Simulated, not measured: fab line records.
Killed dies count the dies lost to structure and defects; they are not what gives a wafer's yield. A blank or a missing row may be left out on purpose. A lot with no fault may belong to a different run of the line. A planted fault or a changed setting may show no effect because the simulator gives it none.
Chamber matching    flow nandHarc    pecvd-02 running NHARC_A_STAIRCASE_DEP_417: 3 sister chambers
The step deposits Si3N4, target thk 60 nm. 3 wafers are shown with their chamber, then 8 later ones without.

## WAFERS, EACH WITH ITS CHAMBER
wafer   chamber  heaterPowerW (W)
L085.6  0        640
L087.4  2        890
L091.2  1        837

## WAFERS MISSING THEIR CHAMBER
wafer   heaterPowerW (W)
L091.3  876
L091.6  697
L090.2  763
L090.3  751
L090.6  791
L092.3  813
L092.5  773
L092.6  761

## WHICH CHAMBER EACH WENT THROUGH
wafer   from the rows above           in truth
L091.3  can't be placed: 2 or 1       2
L091.6  can't be placed: 0 or 1       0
L090.2  can't be placed: 1 or 0 or 2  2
L090.3  can't be placed: 1 or 0 or 2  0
L090.6  can't be placed: 1 or 2 or 0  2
L092.3  can't be placed: 1 or 2       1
L092.5  can't be placed: 1 or 2 or 0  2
L092.6  can't be placed: 1 or 0 or 2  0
Placed correctly: 0 of 8. Can't be placed from these rows: 8 (the true chamber is among the candidates in 8). Number placed wrongly: 0.
How it was worked out, from the rows above alone: a wafer's distance from a chamber is the root of the sum, over the readings, of the square of ((its reading less the chamber's mean) divided by the reading's scatter). The wafer belongs to the nearest chamber; if the next one is less than 2 further off, it can't be placed. The mean given for a chamber averages the wafers shown for that chamber. The scatter (one wafer shown for each chamber): square how far every hidden wafer sits from the nearest shown wafer, average those squares and take the square root.
